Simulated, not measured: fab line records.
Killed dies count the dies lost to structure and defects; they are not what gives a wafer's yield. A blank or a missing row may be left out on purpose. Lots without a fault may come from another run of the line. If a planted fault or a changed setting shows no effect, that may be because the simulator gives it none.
Chamber matching :: flow n5Finfet :: 3 sister chambers for N5_BEOL_M9_PECVD_70 on pecvd-03
The step deposits SiO2 from TEOS/O2, target thk 20 nm, time 22.7 s. 3 wafers are shown with their chamber, then 10 later ones without.

== WAFERS, EACH WITH ITS CHAMBER ==
wafer: L089.2
chamber: 2
throttleValvePct (%): 20.6

wafer: L092.1
chamber: 1
throttleValvePct (%): 23.7

wafer: L092.2
chamber: 0
throttleValvePct (%): 23.3

== WAFERS WHOSE CHAMBER IS MISSING ==
wafer: L092.4
throttleValvePct (%): 23.4

wafer: L091.1
throttleValvePct (%): 24.2

wafer: L091.3
throttleValvePct (%): 20.9

wafer: L091.6
throttleValvePct (%): 20.5

wafer: L095.1
throttleValvePct (%): 23.6

wafer: L095.2
throttleValvePct (%): 20.9

wafer: L095.4
throttleValvePct (%): 24.0

wafer: L097.1
throttleValvePct (%): 23.7

wafer: L097.2
throttleValvePct (%): 21.0

wafer: L097.6
throttleValvePct (%): 20.9

== THE CHAMBER EACH PASSED THROUGH ==
wafer: L092.4
from the rows above: can't be placed: 0 or 1
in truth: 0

wafer: L091.1
from the rows above: can't be placed: 1 or 0
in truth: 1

wafer: L091.3
from the rows above: 2
in truth: 2

wafer: L091.6
from the rows above: 2
in truth: 2

wafer: L095.1
from the rows above: can't be placed: 1 or 0
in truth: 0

wafer: L095.2
from the rows above: 2
in truth: 2

wafer: L095.4
from the rows above: can't be placed: 1 or 0
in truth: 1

wafer: L097.1
from the rows above: can't be placed: 1 or 0
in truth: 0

wafer: L097.2
from the rows above: 2
in truth: 2

wafer: L097.6
from the rows above: 2
in truth: 2
Correctly placed: 5 of 10. Can't be placed from these rows: 5 (the true chamber is among the candidates in 5). Placed wrongly: 0.
How it was worked out, from the rows above alone: a wafer's distance from a chamber is the root of the sum, over the readings, of the square of ((its reading less the chamber's mean) divided by the reading's scatter). The wafer belongs to the nearest chamber; if the next one is less than 2 further off, it can't be placed. For every chamber, the mean is computed from those of its wafers that are shown. The scatter: with one shown wafer a chamber, the root of the mean of the squares of how far each hidden wafer lies from its nearest shown one.
